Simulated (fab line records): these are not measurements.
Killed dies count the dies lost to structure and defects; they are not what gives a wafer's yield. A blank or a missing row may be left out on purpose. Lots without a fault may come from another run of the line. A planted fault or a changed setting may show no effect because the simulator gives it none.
fab line records	flow nand_harc
record lots=14	wafers=42	last_day=25
route steps=1159 shown P_M0@273 P_M1@292
lots that met no fault: from a run of the same line without faults
start_h: the number of hours between the record's first day and the start of the first shown wafer of the lot	wait_h: hours from the lot's prior step to this one	" as in the row above	L1.1+2: one row covering several wafers at once	- either no value or no given start	* or withheld: withheld	< > ~ a bound
route shown NAME@n: a module of which the file shows steps, and the number in the route of the first	usual: mean and standard deviation over wafers with no fault	same: alike in all rows	chamber/n: place in a boat	sites: each site's reading	_std_site: standard deviation of those values	_edge_site: the outer-site mean with the inner-site mean subtracted	radius_mm: for every site, how far away it sits from the centre of the wafer	mask NAME#n: copy n	behind: the most recent tool/chamber to have shaped the wafer	hold: why the lot went on hold/how many hours it stayed there/how the hold came to an end	device: the n, p or np transistor that did not switch	end of line: at the end of the route, the tests of the same wafers	where a step has no rows: the recipe by itself	killed: count of dies lost to structure and defects at first sort (not the wafer's yield)	map: shows each die of a wafer: x if killed, . if not, _ if none is there
set.NAME: setting as actually run; set.NAME@STEP: the setting as run at that earlier step	model.NAME: the simulator's own value behind a step, which no gauge read
the route's steps for a sample of lots (tables are steps, rows are wafers)
services: the hour from which a tool's chamber was out of use, counted from the record's first day as start_h (under 0 if before that day), plus the number of hours and why
## steps
# step NHARC_P_M0_PRE_CLEAN_29
# recipe time_s=30	temp_c=280	gas=H2/He
# usual heater_power_w=393/25
lot.wafer	tool	chamber	start_h	wait_h	heater_power_w
L375.1	pvd_sputter-03	-	-	-	404
L375.4	"	-	"	"	339
L375.6	"	-	"	"	384
L376.1	pvd_sputter-01	-	-	-	387
L376.3	"	-	"	"	387
L376.5	"	-	"	"	456
L377.4	pvd_sputter-01	-	-	-	423
L377.6	"	-	"	"	429
L377.5	"	-	"	"	433
L380.3	pvd_sputter-03	-	-	-	382
L380.2	"	-	"	"	353
L380.5	"	-	"	"	378
L379.3	pvd_sputter-03	-	-	-	409
L379.2	"	-	"	"	361
L379.5	"	-	"	"	391
L382.1	pvd_sputter-02	-	-	-	416
L382.3	"	-	"	"	407
L382.2	"	-	"	"	378
L386.2	pvd_sputter-01	-	-	-	379
L386.1	"	-	"	"	428
L386.4	"	-	"	"	451
L385.4	pvd_sputter-02	-	-	-	416
L385.3	"	-	"	"	382
L385.5	"	-	"	"	405
L390.1	pvd_sputter-03	-	-	-	356
L390.3	"	-	"	"	387
L390.5	"	-	"	"	361
L391.3	pvd_sputter-01	-	-	-	422
L391.6	"	-	"	"	431
L391.5	"	-	"	"	448
L392.3	pvd_sputter-03	-	-	-	364
L392.4	"	-	"	"	380
L392.2	"	-	"	"	417
L393.4	pvd_sputter-01	-	-	-	388
L393.2	"	-	"	"	440
L393.5	"	-	"	"	388
L394.3	pvd_sputter-03	-	-	-	381
L394.4	"	-	"	"	406
L394.1	"	-	"	"	348
L395.4	pvd_sputter-03	-	-	-	403
L395.3	"	-	"	"	374
L395.6	"	-	"	"	382
# step NHARC_P_M1_EXPOSE_06
# recipe na=1.35	target_cd_nm=130	dose_mj=81.88	mask_id=P_M1
# usual exposure_dose_mJ_cm2=81.83/0.091	focus_offset_nm=0.1/0.48
lot.wafer	tool	chamber	start_h	wait_h	mask	exposure_dose_mJ_cm2	focus_offset_nm
L375.1	arfi_scanner-03	0	130.12	-	P_M1#0	81.90	-0.1
L375.4	"	0	"	"	P_M1#0	81.73	0.2
L375.6	"	0	"	"	P_M1#0	81.84	0.4
L376.1	arfi_scanner-01	0	143.01	-	P_M1#0	82.02	0.0
L376.3	"	0	"	"	P_M1#0	81.93	0.0
L376.5	"	0	"	"	P_M1#0	81.89	-0.6
L377.4	arfi_scanner-01	0	153.93	-	P_M1#0	81.82	0.9
L377.5	"	0	"	"	P_M1#0	81.71	0.5
L377.6	"	0	"	"	P_M1#0	81.76	0.6
L380.2	arfi_scanner-02	0	164.07	-	P_M1#0	81.78	0.5
L380.3	"	0	"	"	P_M1#0	81.89	0.0
L380.5	"	0	"	"	P_M1#0	81.88	0.7
L379.2	arfi_scanner-03	0	164.74	-	P_M1#0	81.79	0.4
L379.3	"	0	"	"	P_M1#0	81.75	-0.4
L379.5	"	0	"	"	P_M1#0	81.76	-0.2
L382.1	arfi_scanner-02	0	182.15	-	P_M1#0	81.82	-0.1
L382.2	"	0	"	"	P_M1#0	81.91	-0.5
L382.3	"	0	"	"	P_M1#0	81.81	-0.2
L386.1	arfi_scanner-02	-	204.23	-	P_M1#0	-	-
L386.2	"	-	"	"	P_M1#0	-	-
L386.4	"	-	"	"	P_M1#0	-	-
L385.3	arfi_scanner-02	-	204.76	-	P_M1#0	-	-
L385.4	"	-	"	"	P_M1#0	-	-
L385.5	"	-	"	"	P_M1#0	-	-
L390.1	arfi_scanner-02	0	229.81	-	P_M1#0	81.97	0.9
L390.3	"	0	"	"	P_M1#0	81.81	0.7
L390.5	"	0	"	"	P_M1#0	81.85	1.0
L391.3	arfi_scanner-03	0	231.44	-	P_M1#0	81.76	0.6
L391.5	"	0	"	"	P_M1#0	81.86	0.1
L391.6	"	0	"	"	P_M1#0	81.73	-0.5
L392.2	arfi_scanner-02	0	243.69	-	P_M1#0	81.98	-0.1
L392.3	"	0	"	"	P_M1#0	81.96	0.0
L392.4	"	0	"	"	P_M1#0	81.97	-0.4
L393.2	arfi_scanner-03	0	248.17	-	P_M1#0	81.87	0.8
L393.4	"	0	"	"	P_M1#0	81.67	0.0
L393.5	"	0	"	"	P_M1#0	81.77	0.4
L394.1	arfi_scanner-02	0	248.85	-	P_M1#0	81.87	0.5
L394.3	"	0	"	"	P_M1#0	81.91	0.8
L394.4	"	0	"	"	P_M1#0	81.85	1.0
L395.3	arfi_scanner-03	0	272.08	-	P_M1#0	81.73	0.0
L395.4	"	0	"	"	P_M1#0	81.75	-0.2
L395.6	"	0	"	"	P_M1#0	81.72	-0.4
# step NHARC_P_M1_CD_MEAS_09
# recipe target_cd_nm=130	landing_energy_ev=500
# usual cd_nm=130.2/0.73
# same landing_energy_ev=500
lot.wafer	tool	chamber	start_h	wait_h	cd_nm
L375.1	cd_sem-01	0	130.26	-	129.8
L375.4	"	0	"	"	130.3
L375.6	"	0	"	"	130.7
L376.1	cd_sem-03	0	143.15	-	130.7
L376.3	"	0	"	"	130.5
L376.5	"	0	"	"	131.5
L377.4	cd_sem-01	0	154.06	-	129.5
L377.5	"	0	"	"	128.9
L377.6	"	0	"	"	129.2
L380.2	cd_sem-03	0	164.21	-	130.1
L380.3	"	0	"	"	130.3
L380.5	"	0	"	"	130.1
L379.2	cd_sem-02	0	164.88	-	129.2
L379.3	"	0	"	"	130.9
L379.5	"	0	"	"	130.7
L382.1	cd_sem-02	0	182.29	-	129.3
L382.2	"	0	"	"	130.1
L382.3	"	0	"	"	129.3
L386.1	cd_sem-03	0	204.37	-	-
L386.2	"	0	"	"	-
L386.4	"	0	"	"	-
L385.3	cd_sem-02	0	204.89	-	-
L385.4	"	0	"	"	-
L385.5	"	0	"	"	-
L390.1	cd_sem-02	0	229.95	-	130.0
L390.3	"	0	"	"	131.2
L390.5	"	0	"	"	130.6
L391.3	cd_sem-01	0	231.58	-	129.9
L391.5	"	0	"	"	131.6
L391.6	"	0	"	"	129.7
L392.2	cd_sem-01	0	243.83	-	130.4
L392.3	"	0	"	"	129.8
L392.4	"	0	"	"	129.6
L393.2	cd_sem-02	0	248.31	-	130.7
L393.4	"	0	"	"	130.0
L393.5	"	0	"	"	130.7
L394.1	cd_sem-03	0	248.99	-	130.5
L394.3	"	0	"	"	131.2
L394.4	"	0	"	"	131.2
L395.3	cd_sem-03	0	272.22	-	129.2
L395.4	"	0	"	"	129.7
L395.6	"	0	"	"	131.0
# step NHARC_P_M1_DESCUM_14
# recipe time_s=3	o2_flow_sccm=200	ar_flow_sccm=0	bias_power_w=0	chemistry=O2
# usual drypump_motor_current_A=5.7/0.38	oes_product_au=1.002/0.012	rf_vpp_V=57.8/0.8	showerhead_plenum_p_Torr=1.92/0.061	throttle_valve_pct=11.311/0.0095
lot.wafer	tool	chamber	start_h	wait_h	drypump_motor_current_A	oes_product_au	rf_hours_counter_h	rf_vpp_V	showerhead_plenum_p_Torr	throttle_valve_pct
L375.1	rie_diel-04	0	130.47	0.1	5.7	1.000	0.8	59.2	1.96	11.303
L375.6	"	1	"	"	5.6	1.018	-	57.0	1.83	11.308
L375.4	"	0	"	"	5.7	0.995	-	57.7	1.96	11.308
L376.3	rie_diel-04	3	143.34	0.1	5.3	0.998	2.0	57.2	1.85	11.308
L376.1	"	2	"	"	5.9	1.005	0.1	57.4	2.00	11.311
L376.5	"	3	"	"	5.3	0.995	-	57.0	1.85	11.317
L377.4	rie_diel-07	1	154.25	0.1	6.3	0.993	2.4	58.7	1.92	11.315
L377.6	"	0	"	"	5.2	0.984	-	58.4	1.89	11.323
L377.5	"	1	"	"	6.3	1.000	-	58.1	1.92	11.317
L380.3	rie_diel-04	0	164.40	0.1	5.7	1.001	4.0	57.9	1.96	11.312
L380.2	"	2	"	"	5.9	1.007	2.1	57.7	2.00	11.303
L380.5	"	3	"	"	5.3	1.002	-	56.9	1.85	11.319
L379.2	rie_diel-04	2	165.07	0.1	5.8	0.996	2.1	58.0	2.00	11.294
L379.3	"	3	"	"	5.3	0.996	3.9	57.0	1.85	11.305
L379.5	"	2	"	"	5.9	1.005	-	57.9	2.00	11.310
L382.3	rie_diel-04	0	182.49	0.1	5.7	1.018	5.0	58.1	1.96	11.320
L382.2	"	1	"	"	5.5	1.001	5.6	56.7	1.82	11.305
L382.1	"	2	"	"	5.9	1.003	3.8	57.5	2.00	11.319
L386.2	rie_diel-04	3	204.56	0.1	5.3	0.998	7.0	57.7	1.85	11.296
L386.1	"	0	"	"	5.7	1.019	6.6	58.2	1.96	11.328
L386.4	"	1	"	"	5.5	1.013	6.9	57.6	1.82	11.325
L385.3	rie_diel-04	2	205.07	0.1	5.8	0.996	5.3	57.5	2.00	11.318
L385.4	"	1	"	"	5.5	0.999	6.9	57.9	1.82	11.297
L385.5	"	3	"	"	5.3	0.987	-	56.4	1.85	11.300
L390.1	rie_diel-04	0	230.15	0.1	5.7	0.999	7.8	58.6	1.96	11.303
L390.3	"	1	"	"	5.6	1.003	8.0	56.8	1.82	11.310
L390.5	"	0	"	"	5.7	1.004	-	57.0	1.96	11.311
L391.3	rie_diel-04	0	231.76	0.1	5.7	1.000	7.9	57.5	1.96	11.324
L391.5	"	0	"	"	5.7	1.006	-	58.3	1.96	11.325
L391.6	"	1	"	"	5.5	1.007	-	56.4	1.82	11.312
L392.4	rie_diel-04	0	244.02	0.1	5.7	1.002	8.6	56.4	1.96	11.321
L392.2	"	1	"	"	5.5	1.008	9.0	58.0	1.82	11.316
L392.3	"	2	"	"	5.9	1.008	7.9	58.2	2.00	11.320
L393.4	rie_diel-02	2	248.51	0.1	4.8	0.991	4.5	58.0	2.00	11.317
L393.2	"	3	"	"	5.6	1.001	4.5	58.1	1.93	11.330
L393.5	"	1	"	"	6.0	1.022	-	56.8	1.92	11.315
L394.1	rie_diel-04	0	249.19	0.1	5.7	1.007	8.8	57.2	1.96	11.307
L394.3	"	1	"	"	5.5	1.004	9.2	57.6	1.82	11.314
L394.4	"	2	"	"	5.9	1.001	8.1	57.6	2.00	11.304
L395.3	rie_diel-07	1	272.41	0.1	6.3	1.002	0.8	57.6	1.92	11.297
L395.4	"	0	"	"	5.2	0.970	-	58.5	1.89	11.307
L395.6	"	1	"	"	6.3	1.009	-	57.2	1.92	11.309
## services
tool	chamber	start_h	hours	kind
arfi_scanner-01	-	104.65	1.8	repair
rie_diel-04	-	112.21	9.0	pm
rie_diel-04	0	112.21	9.0	vent_cycle
rie_diel-04	1	112.21	9.0	vent_cycle
rie_diel-04	2	112.21	9.0	vent_cycle
rie_diel-04	2	127.93	14.5	repair
arfi_scanner-03	-	140.02	4.0	pm
arfi_scanner-03	-	150.36	0.9	repair
rie_diel-02	-	150.79	9.0	pm
rie_diel-04	-	151.19	0.1	repair
arfi_scanner-03	-	152.55	0.8	repair
pvd_sputter-01	-	158.00	10.0	pm
rie_diel-07	1	160.05	3.6	repair
arfi_scanner-02	-	165.65	2.3	repair
arfi_scanner-01	-	196.00	4.0	pm
rie_diel-07	2	204.77	2.1	repair
arfi_scanner-01	-	205.18	0.5	repair
arfi_scanner-01	-	213.60	2.1	repair
pvd_sputter-02	-	214.00	10.0	pm
rie_diel-07	-	228.20	9.0	pm
arfi_scanner-02	-	256.00	4.0	pm
rie_diel-07	3	256.00	18.3	repair
pvd_sputter-02	-	259.86	11.5	repair
pvd_sputter-01	-	265.69	5.6	repair
## key
first_sign step=NHARC_P_M1_EXPOSE_06	reading=tool_record	direction=missing
effect none on later readings
met_at NHARC_P_M1_EXPOSE_06
struck_lots L385,L386
later_rows_left_out L385.3,L385.4,L385.5,L386.1,L386.2,L386.4
sort_left_out L385.3,L385.4,L385.5,L386.1,L386.2,L386.4
not_acting_at NHARC_P_M0_PRE_CLEAN_29,NHARC_P_M1_CD_MEAS_09,NHARC_P_M1_DESCUM_14
onset_between 182.15 204.23
fault kind=skipped_step_whole	tool=arfi_scanner-02,arfi_scanner-03	chamber=-	onset_h=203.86	steps=NHARC_P_M1_EXPOSE_06	scope=struck_lots_only
# sort_left_out: the simulated sort isn't trusted on such a fault, so these wafers' sort isn't shown, and their yield isn't known
# later_rows_left_out: the simulator's readings of these wafers behind a module that went badly wrong aren't trusted and aren't shown, but for the sort
